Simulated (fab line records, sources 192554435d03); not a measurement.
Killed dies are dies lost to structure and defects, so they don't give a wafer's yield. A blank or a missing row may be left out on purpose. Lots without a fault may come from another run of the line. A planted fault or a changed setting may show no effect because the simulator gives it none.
fab line records | flow n5_finfet
record lots=21 wafers=63 last_day=18
route steps=1938 shown DUMMY_REMOVAL@381 HKMG_FIN@388
lots that met no fault: from a run of the same line without faults
start_h: hours from the record's first day to the start of the lot's first wafer shown | wait_h: hours since the lot's step before | " the same as in the row above | L1.1+2: a row that stands for several wafers | - no value, or no start given | * or withheld: withheld | < > ~ a bound
route shown NAME@n: a module of which the file shows steps, and the number in the route of the first | usual: mean/standard deviation of fault-free wafers | same: alike in all rows | chamber/n: place in a boat | sites: the reading at each site | _std_site: their standard deviation | _edge_site: outer sites' mean less inner sites' | radius_mm: how far each site lies from the wafer's centre | mask NAME#n: copy n | behind: the tool/chamber that last shaped the wafer | hold: why the lot was held/for how many hours/how that ended | device: the transistor (n, p or np) that didn't switch | end of line: the same wafers' tests at the end of the route | a step without rows: its recipe alone | killed: dies lost to structure and defects at the first sort, not the wafer's yield | map: a wafer's dies, x killed, . not, _ none there
set.NAME: the setting as run; set.NAME@STEP: as run at that earlier step | model.NAME: the simulator's own value behind a step, which no gauge read
steps of the route over a sample of lots; a table a step, a row a wafer
services: from which hour (start_h, from the record's first day; less than 0 if before it) a tool's chamber was out of use, for how many hours, and why
## steps
# step N5_DUMMY_REMOVAL_INSPECT_06
# recipe inspect_instrument=brightfield mode=aei
# usual raw_defect_count=12/6.2
# columns lot.wafer tool chamber start_h wait_h raw_defect_count
L075.2 defect_inspect-01 - 86.01 0.0 4
L075.3 " - " " 12
L075.4 " - " " 8
L076.2 defect_inspect-01 - 86.61 0.0 5
L076.4 " - " " 11
L076.6 " - " " 12
L077.3 defect_inspect-02 - 88.90 0.0 26
L077.4 " - " " 18
L077.5 " - " " 21
L078.3 defect_inspect-02 - 102.98 0.0 12
L078.4 " - " " 15
L078.5 " - " " 7
L079.1 defect_inspect-01 - 109.93 0.0 20
L079.4 " - " " 11
L079.6 " - " " 11
L080.1 defect_inspect-02 - 113.63 0.0 6
L080.3 " - " " 10
L080.4 " - " " 14
L083.2 defect_inspect-02 - 129.94 0.0 14
L083.4 " - " " 7
L083.5 " - " " 8
L081.2 defect_inspect-01 - 132.05 0.0 6
L081.4 " - " " 18
L081.6 " - " " 13
L084.2 defect_inspect-02 - 133.57 0.0 8
L084.4 " - " " 5
L084.5 " - " " 10
L085.2 defect_inspect-01 - 144.06 0.0 34
L085.4 " - " " 23
L085.6 " - " " 9
L086.4 defect_inspect-01 - 144.25 0.0 9
L086.5 " - " " 16
L086.6 " - " " 8
L087.4 defect_inspect-01 - 152.03 0.0 9
L087.5 " - " " 4
L087.6 " - " " 5
L088.1 defect_inspect-02 - 154.87 0.0 15
L088.2 " - " " 9
L088.6 " - " " 4
L089.1 defect_inspect-02 - 162.32 0.0 9
L089.3 " - " " 8
L089.5 " - " " 20
L090.2 defect_inspect-01 - 168.85 0.0 14
L090.3 " - " " 10
L090.4 " - " " 17
L091.1 defect_inspect-02 - 173.95 0.0 12
L091.5 " - " " 4
L091.6 " - " " 13
L093.1 defect_inspect-01 - 191.77 0.0 5
L093.3 " - " " 6
L093.5 " - " " 5
L094.1 defect_inspect-01 - 195.73 0.0 5
L094.2 " - " " 3
L094.5 " - " " 4
L095.3 defect_inspect-01 - 199.41 0.0 13
L095.5 " - " " 15
L095.6 " - " " 27
L096.1 defect_inspect-01 - 207.67 0.0 7
L096.3 " - " " 16
L096.5 " - " " 10
L097.2 defect_inspect-01 - 216.07 0.0 8
L097.3 " - " " 9
L097.4 " - " " 16
# step N5_HKMG_FIN_ALD_74
# recipe material=La2O3 target_thk_a=5 temp_c=250 ald_precursor_family=La-Cp ald_co_reactant=O3 pulse_time_s=6 co_reactant_pulse_time_s=1 purge_time_s=3 co_reactant_purge_time_s=3
# usual heater_power_w=345/27 precursor_pulse_height_rel=1.003/0.017
# columns lot.wafer tool chamber start_h wait_h heater_power_w precursor_pulse_height_rel
L075.2 ald_hk-01 0 87.00 0.2 290 1.019
L075.3 " 3 " " 332 1.027
L075.4 " 1 " " 366 1.005
L076.2 ald_hk-03 0 88.26 0.2 383 0.981
L076.4 " 1 " " 345 0.975
L076.6 " 3 " " 337 1.036
L077.3 ald_hk-01 1 89.91 0.1 355 1.024
L077.4 " 0 " " 284 1.023
L077.5 " 0 " " 287 1.020
L078.3 ald_hk-03 3 103.78 0.1 334 0.995
L078.4 " 0 " " 379 0.965
L078.5 " 3 " " 333 0.986
L079.1 ald_hk-03 3 111.05 0.2 344 1.033
L079.4 " 1 " " 343 1.010
L079.6 " 0 " " 386 0.998
L080.1 ald_hk-03 1 114.40 0.2 341 0.979
L080.3 " 2 " " 336 0.995
L080.4 " 3 " " 342 1.040
L083.2 ald_hk-02 2 130.76 0.2 355 0.989
L083.4 " 0 " " 326 1.012
L083.5 " 3 " " 405 1.003
L081.2 ald_hk-01 3 132.90 0.2 325 1.028
L081.4 " 0 " " 282 1.021
L081.6 " 3 " " 323 1.013
L084.2 ald_hk-01 1 134.37 0.2 353 1.002
L084.4 " 0 " " 284 1.017
L084.5 " 2 " " 339 1.014
L085.2 ald_hk-02 2 144.82 0.2 372 0.983
L085.4 " 1 " " 366 0.985
L085.6 " 1 " " 362 1.010
L086.4 ald_hk-03 3 145.04 0.1 339 1.002
L086.5 " 0 " " 384 0.995
L086.6 " 3 " " 327 0.997
L087.4 ald_hk-03 1 152.79 0.1 342 1.011
L087.5 " 0 " " 382 0.976
L087.6 " 3 " " 342 1.001
L088.1 ald_hk-02 3 155.63 0.2 400 1.010
L088.2 " 0 " " 333 1.002
L088.6 " 1 " " 364 0.988
L089.1 ald_hk-01 1 163.08 0.2 355 1.002
L089.3 " 2 " " 345 1.014
L089.5 " 2 " " 342 1.017
L090.2 ald_hk-01 0 169.72 0.2 289 1.023
L090.3 " 3 " " 323 0.997
L090.4 " 2 " " 355 1.022
L091.1 ald_hk-02 0 174.74 0.2 327 1.016
L091.5 " 1 " " 374 0.991
L091.6 " 0 " " 324 0.976
L093.1 ald_hk-01 2 192.54 0.2 345 0.989
L093.3 " 0 " " 295 1.010
L093.5 " 1 " " 357 1.042
L094.1 ald_hk-01 2 196.74 0.2 345 1.006
L094.2 " 3 " " 342 1.008
L094.5 " 0 " " 288 1.021
L095.3 ald_hk-03 0 200.17 0.1 375 0.979
L095.5 " 0 " " 378 1.021
L095.6 " 1 " " 345 1.021
L096.1 ald_hk-01 2 208.64 0.2 349 1.009
L096.3 " 0 " " 285 1.004
L096.5 " 3 " " 343 0.994
L097.2 ald_hk-01 2 217.04 0.2 343 0.991
L097.3 " 0 " " 288 0.999
L097.4 " 1 " " 352 1.003
# step N5_HKMG_FIN_STRIP_57
# recipe chemistry=CF4 resist=SiARC power_w=300 bias_power_w=75 pressure_mtorr=50 cf4_flow_sccm=150 rf_frequency_hz=6e+07
# usual bias_power_w=74.97/0.23 chamber_pressure_mTorr=50.00/0.049 drypump_motor_current_A=5.4/0.34 oes_product_au=0.75/0.067 rf_vpp_V=272.0/1.3 showerhead_plenum_p_Torr=1.83/0.045 throttle_valve_pct=13.62/0.15
# columns lot.wafer tool chamber start_h wait_h bias_power_w chamber_pressure_mTorr drypump_motor_current_A oes_product_au rf_hours_counter_h rf_vpp_V showerhead_plenum_p_Torr throttle_valve_pct
L075.2 rie_diel-06 1 87.92 0.0 75.12 50.05 5.6 0.73 179 272.9 1.87 13.53
L075.3 " 0 " " 75.12 49.93 5.2 0.80 96 273.0 1.88 13.70
L075.4 " 1 " " 75.45 50.11 5.6 0.73 - 272.4 1.87 13.55
L076.2 rie_diel-02 2 89.32 0.0 74.76 50.02 5.4 0.73 180 272.0 1.87 13.73
L076.4 " 2 " " 75.03 50.03 5.4 0.72 - 272.7 1.87 13.73
L076.6 " 2 " " 75.12 49.99 5.4 0.72 - 273.5 1.87 13.73
L077.3 rie_diel-02 3 91.13 0.0 75.18 49.87 5.8 0.77 - 270.7 1.81 13.63
L077.4 " 2 " " 74.90 49.94 5.4 0.72 - 272.9 1.87 13.74
L077.5 " 3 " " 74.55 50.01 5.9 0.77 - 272.6 1.81 13.60
L078.3 rie_diel-01 1 104.81 0.0 74.86 49.93 6.1 0.82 62 270.6 1.82 13.43
L078.4 " 0 " " 75.31 49.99 5.6 0.70 203 272.9 1.85 13.47
L078.5 " 2 " " 75.09 50.01 4.8 0.74 - 272.3 1.79 13.60
L079.1 rie_diel-01 0 111.87 0.0 75.27 49.95 5.6 0.71 206 273.3 1.85 13.49
L079.4 " 1 " " 74.96 50.02 6.1 0.81 64 270.8 1.82 13.45
L079.6 " 0 " " 74.98 49.97 5.6 0.70 - 271.9 1.85 13.50
L080.1 rie_diel-06 2 115.20 0.0 74.75 50.04 4.9 0.74 151 272.7 1.85 13.33
L080.3 " 1 " " 75.24 49.98 5.6 0.72 190 272.9 1.87 13.57
L080.4 " 2 " " 75.01 49.99 4.9 0.74 - 272.8 1.85 13.34
L083.2 rie_diel-02 0 131.55 0.0 74.74 50.00 5.3 0.93 12 274.6 1.92 13.51
L083.4 " 3 " " 74.85 50.04 5.9 0.76 117 270.5 1.80 13.66
L083.5 " 3 " " 74.68 49.98 5.9 0.76 - 270.8 1.80 13.66
L081.2 rie_diel-02 0 134.44 0.0 74.92 49.98 5.2 0.93 13 272.9 1.92 13.51
L081.4 " 2 " " 74.71 49.90 5.4 0.71 199 272.8 1.86 13.76
L081.6 " 0 " " 74.81 49.95 5.2 0.93 - 274.5 1.92 13.51
L084.2 rie_diel-01 2 136.14 0.0 75.03 50.06 4.8 0.73 177 272.0 1.78 13.62
L084.4 " 1 " " 74.89 49.96 6.1 0.81 73 274.3 1.82 13.47
L084.5 " 3 " " 74.85 50.06 5.2 0.72 - 270.2 1.78 13.54
L085.2 rie_diel-02 0 145.85 0.0 74.94 50.04 5.2 0.91 19 273.9 1.92 13.52
L085.4 " 1 " " 74.64 50.03 5.7 0.71 187 271.6 1.87 13.81
L085.6 " 1 " " 74.23 50.06 5.7 0.71 - 272.1 1.87 13.81
L086.4 rie_diel-01 1 145.89 0.0 74.77 50.07 6.1 0.79 79 271.9 1.82 13.48
L086.5 " 3 " " 74.62 50.01 5.2 0.72 - 269.6 1.78 13.57
L086.6 " 0 " " 74.89 50.01 5.6 0.69 - 272.0 1.85 13.52
L087.4 rie_diel-02 2 153.57 0.0 74.44 50.01 5.4 0.71 209 272.0 1.86 13.78
L087.5 " 2 " " 74.42 49.99 5.4 0.70 - 272.1 1.86 13.79
L087.6 " 1 " " 74.98 50.02 5.7 0.71 - 273.2 1.87 13.81
L088.1 rie_diel-06 2 156.42 0.0 74.55 49.95 4.9 0.73 163 273.3 1.85 13.35
L088.2 " 1 " " 74.95 49.94 5.6 0.70 202 270.7 1.86 13.59
L088.6 " 2 " " 74.68 49.95 4.9 0.73 - 272.3 1.85 13.36
L089.1 rie_diel-06 0 164.01 0.0 74.92 49.95 5.1 0.76 124 272.0 1.87 13.76
L089.3 " 2 " " 75.20 50.10 5.0 0.73 167 272.4 1.85 13.34
L089.5 " 3 " " 74.87 49.98 5.7 0.93 - 268.4 1.76 13.45
L090.2 rie_diel-06 0 170.51 0.0 74.98 49.98 5.2 0.77 126 272.3 1.87 13.75
L090.3 " 2 " " 74.96 49.92 4.9 0.73 169 272.3 1.85 13.35
L090.4 " 3 " " 75.36 50.06 5.7 0.93 13 269.7 1.76 13.44
L091.1 rie_diel-02 0 175.65 0.0 74.80 49.90 5.2 0.91 29 274.2 1.91 13.54
L091.5 " 1 " " 75.09 50.01 5.7 0.70 - 272.3 1.86 13.84
L091.6 " 0 " " 74.95 50.06 5.2 0.90 - 274.2 1.91 13.55
L093.1 rie_diel-06 1 193.60 0.0 75.15 50.03 5.6 0.70 215 272.1 1.86 13.64
L093.3 " 0 " " 75.20 50.05 5.2 0.75 134 273.3 1.87 13.78
L093.5 " 3 " " 75.09 50.02 5.7 0.92 - 270.8 1.76 13.47
L094.1 rie_diel-06 2 197.61 0.0 74.58 50.04 4.9 0.72 179 273.3 1.84 13.38
L094.2 " 3 " " 74.97 49.97 5.6 0.91 24 270.7 1.76 13.48
L094.5 " 0 " " 75.10 50.01 5.2 0.75 - 272.9 1.87 13.79
L095.3 rie_diel-06 0 201.09 0.0 74.54 49.94 5.2 0.76 137 272.5 1.87 13.78
L095.5 " 3 " " 75.41 50.04 5.7 0.90 - 270.2 1.76 13.50
L095.6 " 1 " " 74.90 50.08 5.6 0.70 - 272.6 1.86 13.64
L096.1 rie_diel-01 2 209.42 0.0 74.97 49.97 4.8 0.71 205 271.3 1.78 13.71
L096.3 " 0 " " 75.12 50.08 5.6 0.68 244 272.2 1.84 13.58
L096.5 " 3 " " 74.81 50.04 5.2 0.71 - 272.6 1.77 13.60
L097.2 rie_diel-02 3 217.82 0.0 75.06 49.95 5.9 0.73 151 272.2 1.79 13.75
L097.3 " 1 " " 75.28 49.99 5.7 0.70 213 272.8 1.86 13.88
L097.4 " 0 " " 75.06 50.01 5.2 0.87 44 273.6 1.91 13.57
# step N5_HKMG_FIN_ALD_36
# recipe material=TiN target_thk_a=10 temp_c=400 ald_precursor_family=TiCl4 ald_co_reactant=NH3 pulse_time_s=1 purge_time_s=3 co_reactant_purge_time_s=2 co_reactant_pulse_time_s=2 ald_cycles=47 pressure_torr=3
# usual heater_power_w=923/100 precursor_pulse_height_rel=1.000/0.021
# same ald_cycles=47
# columns lot.wafer tool chamber start_h wait_h heater_power_w precursor_pulse_height_rel
L075.2 ald_metal-03 1 90.14 0.0 977 0.977
L075.3 " 3 " " 900 1.004
L075.4 " 2 " " 776 1.011
L076.2 ald_metal-02 2 91.45 0.0 1000 1.006
L076.4 " 0 " " 858 1.024
L076.6 " 3 " " 990 0.974
L077.3 ald_metal-04 2 93.44 0.0 888 0.995
L077.4 " 3 " " 776 1.015
L077.5 " 0 " " 870 0.970
L078.3 ald_metal-03 3 106.78 0.0 888 0.977
L078.4 " 2 " " 762 0.990
L078.5 " 3 " " 886 0.991
L079.1 ald_metal-03 0 113.72 0.0 1111 1.002
L079.4 " 2 " " 765 0.956
L079.6 " 0 " " 1143 0.984
L080.1 ald_metal-04 1 117.05 0.0 1057 0.988
L080.3 " 3 " " 801 1.019
L080.4 " 2 " " 898 0.996
L083.2 ald_metal-04 3 133.42 0.0 788 0.997
L083.4 " 1 " " 1078 0.968
L083.5 " 2 " " 912 1.017
L081.2 ald_metal-04 3 136.41 0.0 791 0.996
L081.4 " 2 " " 888 0.997
L081.6 " 1 " " 1057 0.998
L084.2 ald_metal-03 0 138.12 0.0 1157 1.018
L084.4 " 1 " " 951 0.991
L084.5 " 1 " " 952 0.963
L085.2 ald_metal-03 1 147.75 0.0 964 0.989
L085.4 " 3 " " 865 0.981
L085.6 " 3 " " 882 0.999
L086.4 ald_metal-02 1 147.85 0.0 886 1.013
L086.5 " 0 " " 873 0.984
L086.6 " 1 " " 906 1.019
L087.4 ald_metal-02 2 155.67 0.0 999 1.010
L087.5 " 3 " " 987 0.997
L087.6 " 0 " " 892 1.013
L088.1 ald_metal-02 2 158.37 0.0 1008 0.982
L088.2 " 0 " " 860 1.019
L088.6 " 0 " " 891 1.021
L089.1 ald_metal-03 2 165.90 0.0 763 1.034
L089.3 " 0 " " 1123 1.033
L089.5 " 2 " " 774 1.022
L090.2 ald_metal-04 3 172.41 0.0 819 1.012
L090.3 " 2 " " 909 1.005
L090.4 " 0 " " 865 1.001
L091.1 ald_metal-02 1 177.55 0.0 900 0.972
L091.5 " 1 " " 875 0.983
L091.6 " 0 " " 879 0.979
L093.1 ald_metal-04 2 195.53 0.0 895 1.040
L093.3 " 1 " " 1053 0.994
L093.5 " 2 " " 878 0.981
L094.1 ald_metal-03 2 199.47 0.0 790 1.021
L094.2 " 0 " " 1125 0.956
L094.5 " 1 " " 975 0.972
L095.3 ald_metal-02 3 202.94 0.0 958 0.945
L095.5 " 0 " " 850 0.974
L095.6 " 1 " " 915 0.987
L096.1 ald_metal-04 2 211.27 0.0 892 1.000
L096.3 " 0 " " 865 1.001
L096.5 " 3 " " 826 1.020
L097.2 ald_metal-02 0 219.67 0.0 873 1.015
L097.3 " 3 " " 954 0.980
L097.4 " 1 " " 911 1.028
# step N5_HKMG_FIN_ETCH_32
# recipe chemistry=N2/H2 target=SOC target_depth_a=2400 temp_c=40 time_s=300 ion_energy_ev=200 mask_material=SiARC pressure_mtorr=30 source_w=840 bias_w=150 n2_flow_sccm=200 h2_flow_sccm=200
# usual bias_w=150.1/0.44 chamber_pressure_mTorr=30.001/0.027 drypump_motor_current_A=5.4/0.36 oes_product_au=0.76/0.08 rf_vpp_V=525.5/1.8 showerhead_plenum_p_Torr=2.60/0.066 throttle_valve_pct=17.86/0.16
# columns lot.wafer tool chamber start_h wait_h bias_w chamber_pressure_mTorr drypump_motor_current_A oes_product_au rf_hours_counter_h rf_vpp_V showerhead_plenum_p_Torr throttle_valve_pct
L075.2 rie_diel-01 3 91.68 0.0 150.5 30.006 5.2 0.74 183 524.6 2.53 17.77
L075.3 " 2 " " 150.7 30.024 4.8 0.76 162 524.7 2.55 17.85
L075.4 " 0 " " 149.7 29.981 5.6 0.72 198 525.7 2.63 17.72
L076.2 rie_diel-01 1 93.60 0.0 150.3 29.952 6.1 0.85 58 524.8 2.58 17.77
L076.4 " 2 " " 150.7 29.986 4.8 0.75 162 525.1 2.54 17.86
L076.6 " 2 " " 150.2 30.014 4.8 0.76 - 522.6 2.54 17.85
L077.3 rie_diel-01 1 94.82 0.0 150.1 30.025 6.1 0.84 58 525.7 2.58 17.78
L077.4 " 0 " " 150.1 29.987 5.6 0.71 200 525.5 2.63 17.74
L077.5 " 0 " " 150.4 30.017 5.6 0.71 - 526.1 2.63 17.75
L078.3 rie_diel-06 2 108.11 0.0 149.7 29.972 4.9 0.76 147 527.3 2.64 17.60
L078.4 " 0 " " 149.4 29.991 5.2 0.80 - 526.3 2.67 18.16
L078.5 " 1 " " 149.9 30.034 5.6 0.73 - 527.1 2.62 17.55
L079.1 rie_diel-01 3 115.17 0.0 149.6 30.007 5.2 0.73 192 522.6 2.53 17.76
L079.4 " 1 " " 150.5 30.014 6.2 0.84 65 525.0 2.58 17.79
L079.6 " 3 " " 150.0 29.960 5.2 0.73 - 524.0 2.53 17.77
L080.1 rie_diel-01 0 118.26 0.0 149.7 30.012 5.5 0.70 209 526.1 2.63 17.74
L080.3 " 1 " " 150.0 29.950 6.1 0.83 67 525.5 2.58 17.77
L080.4 " 2 " " 149.7 29.969 4.8 0.74 171 525.3 2.54 17.88
L083.2 rie_diel-02 1 135.71 0.0 149.9 30.037 5.7 0.71 182 525.7 2.65 18.14
L083.4 " 0 " " 150.3 30.057 5.2 0.93 14 528.8 2.72 17.84
L083.5 " 1 " " 150.6 29.999 5.6 0.71 - 526.2 2.65 18.17
L081.2 rie_diel-02 0 138.50 0.0 149.9 30.006 5.2 0.93 15 527.8 2.72 17.84
L081.4 " 1 " " 150.4 29.991 5.6 0.71 184 526.8 2.64 18.16
L081.6 " 2 " " 150.3 30.017 5.4 0.73 - 526.5 2.62 17.86
L084.2 rie_diel-01 2 140.49 0.0 149.3 30.035 4.8 0.74 180 524.5 2.54 17.87
L084.4 " 3 " " 150.3 30.038 5.2 0.72 201 523.4 2.52 17.80
L084.5 " 3 " " 150.2 30.022 5.2 0.72 - 522.9 2.52 17.80
L085.2 rie_diel-06 1 148.96 0.0 151.0 30.027 5.6 0.72 200 526.8 2.61 17.57
L085.4 " 2 " " 149.9 30.021 4.9 0.74 160 526.2 2.63 17.65
L085.6 " 2 " " 149.8 29.966 5.0 0.74 - 526.4 2.64 17.65
L086.4 rie_diel-01 1 149.21 0.0 150.0 29.962 6.2 0.82 81 525.1 2.57 17.81
L086.5 " 3 " " 149.9 30.063 5.2 0.72 - 524.2 2.52 17.80
L086.6 " 0 " " 150.5 30.012 5.6 0.69 - 526.4 2.62 17.77
L087.4 rie_diel-06 3 157.01 0.0 150.3 30.001 5.7 1.01 8 521.5 2.49 17.78
L087.5 " 3 " " 150.7 30.020 5.7 0.99 - 521.7 2.49 17.80
L087.6 " 2 " " 150.0 30.042 5.0 0.73 - 526.9 2.63 17.64
L088.1 rie_diel-06 1 159.73 0.0 149.5 29.955 5.6 0.73 204 528.1 2.61 17.59
L088.2 " 2 " " 150.0 30.004 4.9 0.75 165 527.1 2.63 17.65
L088.6 " 1 " " 150.5 29.999 5.6 0.74 - 526.1 2.61 17.57
L089.1 rie_diel-02 1 167.24 0.0 150.3 30.044 5.7 0.70 195 527.9 2.64 18.18
L089.3 " 2 " " 149.9 30.023 5.4 0.72 214 525.4 2.61 17.90
L089.5 " 1 " " 149.4 29.961 5.7 0.70 - 525.0 2.64 18.19
L090.2 rie_diel-02 3 173.79 0.0 149.5 29.964 5.9 0.76 133 523.3 2.54 17.87
L090.3 " 1 " " 149.4 30.011 5.7 0.70 198 527.1 2.64 18.18
L090.4 " 0 " " 149.5 30.009 5.2 0.90 28 528.2 2.71 17.86
L091.1 rie_diel-02 0 178.88 0.0 149.9 30.007 5.2 0.89 30 528.0 2.71 17.87
L091.5 " 0 " " 149.2 29.979 5.2 0.90 - 528.7 2.71 17.85
L091.6 " 1 " " 150.8 30.026 5.7 0.69 - 525.4 2.64 18.18
L093.1 rie_diel-01 3 196.90 0.0 150.1 30.016 5.2 0.71 223 524.0 2.51 17.81
L093.3 " 0 " " 150.4 30.067 5.6 0.68 240 526.1 2.62 17.82
L093.5 " 0 " " 150.2 29.954 5.6 0.67 - 525.0 2.62 17.81
L094.1 rie_diel-01 0 200.71 0.0 150.6 29.977 5.6 0.67 242 526.4 2.62 17.81
L094.2 " 3 " " 149.7 30.010 5.3 0.71 225 522.2 2.51 17.83
L094.5 " 3 " " 150.0 30.006 5.2 0.71 - 523.9 2.51 17.84
L095.3 rie_diel-01 0 204.32 0.0 150.5 30.001 5.6 0.67 243 523.3 2.62 17.81
L095.5 " 2 " " 149.3 29.944 4.8 0.72 - 523.4 2.53 17.92
L095.6 " 3 " " 149.9 29.974 5.2 0.70 - 522.5 2.51 17.83
L096.1 rie_diel-02 3 212.62 0.0 150.5 29.992 5.9 0.74 150 524.4 2.54 17.90
L096.3 " 2 " " 149.4 29.982 5.4 0.70 230 525.9 2.60 17.90
L096.5 " 3 " " 150.4 29.945 5.9 0.74 - 524.4 2.54 17.91
L097.2 rie_diel-06 1 220.88 0.0 149.9 30.030 5.6 0.70 226 526.0 2.60 17.62
L097.3 " 0 " " 150.4 29.990 5.2 0.78 144 527.3 2.65 18.21
L097.4 " 2 " " 149.9 30.016 5.0 0.73 183 527.1 2.63 17.69
# step N5_HKMG_FIN_STRIP_34
# recipe chemistry=CF4 resist=SiARC power_w=300 bias_power_w=75 pressure_mtorr=50 cf4_flow_sccm=150 rf_frequency_hz=6e+07
# usual bias_power_w=75.01/0.24 chamber_pressure_mTorr=50.01/0.15 drypump_motor_current_A=5.4/0.36 oes_product_au=0.75/0.073 rf_vpp_V=271.9/1.2 showerhead_plenum_p_Torr=1.83/0.046 throttle_valve_pct=13.60/0.15
# columns lot.wafer tool chamber start_h wait_h bias_power_w chamber_pressure_mTorr drypump_motor_current_A oes_product_au rf_hours_counter_h rf_vpp_V showerhead_plenum_p_Torr throttle_valve_pct
L075.2 rie_diel-01 3 91.87 0.0 75.08 50.00 5.2 0.74 183 269.4 1.78 13.52
L075.3 " 2 " " 75.37 49.99 4.8 0.74 162 271.1 1.79 13.61
L075.4 " 0 " " 74.63 50.03 5.6 0.70 198 271.8 1.85 13.47
L076.2 rie_diel-01 1 93.79 0.0 75.13 50.02 6.1 0.82 58 271.1 1.82 13.43
L076.4 " 2 " " 74.91 49.99 4.8 0.74 162 272.2 1.79 13.60
L076.6 " 2 " " 75.04 49.98 4.8 0.74 - 268.9 1.79 13.60
L077.3 rie_diel-01 1 95.01 0.0 74.75 50.08 6.1 0.82 58 272.9 1.82 13.41
L077.4 " 0 " " 74.67 49.95 5.5 0.70 200 272.8 1.85 13.50
L077.5 " 0 " " 74.72 50.00 5.5 0.71 - 272.9 1.85 13.48
L078.3 rie_diel-06 2 108.30 0.0 75.37 50.02 5.0 0.74 147 273.5 1.85 13.32
L078.4 " 0 " " 74.98 49.98 5.2 0.78 - 273.5 1.88 13.71
L078.5 " 1 " " 75.00 50.02 5.6 0.71 - 272.3 1.87 13.56
L079.1 rie_diel-01 3 115.36 0.0 75.14 50.03 5.2 0.73 192 270.9 1.78 13.52
L079.4 " 1 " " 75.18 49.95 6.1 0.81 65 271.7 1.82 13.43
L079.6 " 3 " " 75.14 49.93 5.2 0.73 - 269.4 1.78 13.53
L080.1 rie_diel-01 0 118.45 0.0 75.20 49.96 5.6 0.70 209 273.4 1.85 13.50
L080.3 " 1 " " 75.06 49.97 6.1 0.81 67 272.5 1.82 13.43
L080.4 " 2 " " 75.34 50.04 4.8 0.74 171 270.3 1.79 13.61
L083.2 rie_diel-02 1 135.90 0.0 74.71 50.04 5.6 0.72 182 273.3 1.87 13.80
L083.4 " 0 " " 74.92 50.02 5.2 0.93 14 273.4 1.92 13.52
L083.5 " 1 " " 74.84 49.95 5.6 0.72 - 272.3 1.87 13.80
L081.2 rie_diel-02 0 138.69 0.0 75.10 50.03 5.2 0.92 16 273.4 1.92 13.50
L081.4 " 1 " " 75.01 50.06 5.7 0.72 184 273.1 1.87 13.80
L081.6 " 2 " " 75.43 49.97 5.4 0.71 - 271.5 1.86 13.79
L084.2 rie_diel-01 2 140.68 0.0 74.77 49.97 4.8 0.73 180 271.9 1.78 13.65
L084.4 " 3 " " 74.70 49.95 5.3 0.73 201 270.2 1.78 13.55
L084.5 " 3 " " 74.58 49.95 5.2 0.73 - 269.4 1.78 13.54
L085.2 rie_diel-06 1 149.15 0.0 74.81 50.01 5.6 0.70 200 272.6 1.86 13.59
L085.4 " 2 " " 75.61 49.95 5.0 0.73 161 271.9 1.85 13.34
L085.6 " 2 " " 75.40 50.01 5.0 0.73 - 272.8 1.85 13.35
L086.4 rie_diel-01 1 149.40 0.0 74.61 50.02 6.2 0.79 81 272.6 1.81 13.47
L086.5 " 3 " " 74.99 50.02 5.2 0.72 - 270.3 1.78 13.56
L086.6 " 0 " " 74.65 50.01 5.6 0.69 - 273.9 1.85 13.53
L087.4 rie_diel-06 3 157.20 0.0 75.27 49.98 5.6 0.95 8 271.0 1.76 13.45
L087.5 " 3 " " 75.09 50.03 5.6 0.95 - 271.2 1.76 13.46
L087.6 " 2 " " 74.54 50.03 4.9 0.73 - 271.7 1.85 13.36
L088.1 rie_diel-06 1 159.92 0.0 74.88 49.99 5.6 0.71 204 272.7 1.86 13.60
L088.2 " 2 " " 75.26 49.98 4.9 0.73 165 273.2 1.85 13.34
L088.6 " 1 " " 74.92 50.03 5.6 0.71 - 271.2 1.86 13.59
L089.1 rie_diel-02 1 167.43 0.0 75.38 50.03 5.6 0.71 195 273.1 1.87 13.82
L089.3 " 2 " " 75.17 50.01 5.4 0.70 214 272.4 1.86 13.81
L089.5 " 1 " " 75.02 50.01 5.6 0.70 - 272.0 1.87 13.82
L090.2 rie_diel-02 3 173.98 0.0 75.21 49.96 5.9 0.74 134 271.1 1.80 13.68
L090.3 " 1 " " 75.24 50.02 5.6 0.70 198 271.7 1.86 13.85
L090.4 " 0 " " 75.02 50.06 5.2 0.90 28 272.4 1.91 13.56
L091.1 rie_diel-02 0 179.07 0.0 74.85 49.99 5.2 0.90 30 273.5 1.91 13.54
L091.5 " 0 " " 75.14 50.03 5.2 0.89 - 272.9 1.91 13.56
L091.6 " 1 " " 75.02 50.00 5.6 0.71 - 271.2 1.86 13.82
L093.1 rie_diel-01 3 197.09 0.0 74.62 49.98 5.2 0.71 223 271.2 1.77 13.58
L093.3 " 0 " " 75.30 50.01 5.6 0.68 240 272.8 1.84 13.56
L093.5 " 0 " " 75.09 49.98 5.6 0.68 - 271.1 1.84 13.57
L094.1 rie_diel-01 0 200.90 0.0 75.04 49.93 5.6 0.67 242 272.8 1.84 13.57
L094.2 " 3 " " 74.81 50.01 5.2 0.71 225 269.9 1.77 13.60
L094.5 " 3 " " 75.45 50.02 5.2 0.71 - 271.0 1.77 13.61
L095.3 rie_diel-01 0 204.51 0.0 74.96 49.95 5.6 0.68 243 272.0 1.84 13.59
L095.5 " 2 " " 75.13 49.93 4.8 0.72 - 269.6 1.78 13.71
L095.6 " 3 " " 75.18 50.04 5.2 0.71 - 270.8 1.77 13.61
L096.1 rie_diel-02 3 212.81 0.0 74.82 50.02 5.9 0.73 150 271.1 1.79 13.73
L096.3 " 2 " " 75.50 50.00 5.4 0.69 230 273.2 1.86 13.83
L096.5 " 3 " " 74.78 49.99 5.9 0.73 - 272.3 1.79 13.73
L097.2 rie_diel-06 1 221.07 0.0 74.88 49.96 5.6 0.69 226 272.2 1.86 13.65
L097.3 " 0 " " 75.00 51.79 5.2 0.75 144 273.3 1.87 13.81
L097.4 " 2 " " 75.25 50.09 4.9 0.71 183 272.6 1.84 13.39
## services
# columns tool chamber start_h hours kind
rie_diel-01 1 81.67 5.2 repair
rie_diel-02 0 81.85 - clean
rie_diel-02 0 81.85 - consumable_replace:focus_ring
rie_diel-02 0 81.85 - consumable_replace:showerhead
rie_diel-02 0 81.85 16.1 scheduled_down
rie_diel-02 0 81.85 16.1 vent_cycle
rie_diel-02 2 82.00 6.6 repair
rie_diel-01 - 85.27 0.6 repair
rie_diel-06 3 86.01 8.5 repair
rie_diel-02 1 87.60 7.7 repair
ald_hk-02 - 93.07 6.0 pm
rie_diel-02 1 101.25 2.7 repair
rie_diel-06 3 105.77 - clean
rie_diel-06 3 105.77 - consumable_replace:focus_ring
rie_diel-06 3 105.77 17.6 scheduled_down
rie_diel-06 3 105.77 17.6 vent_cycle
rie_diel-06 - 127.99 14.6 pm
rie_diel-01 1 191.40 6.2 repair
rie_diel-06 2 200.16 11.6 repair
## key
fault none
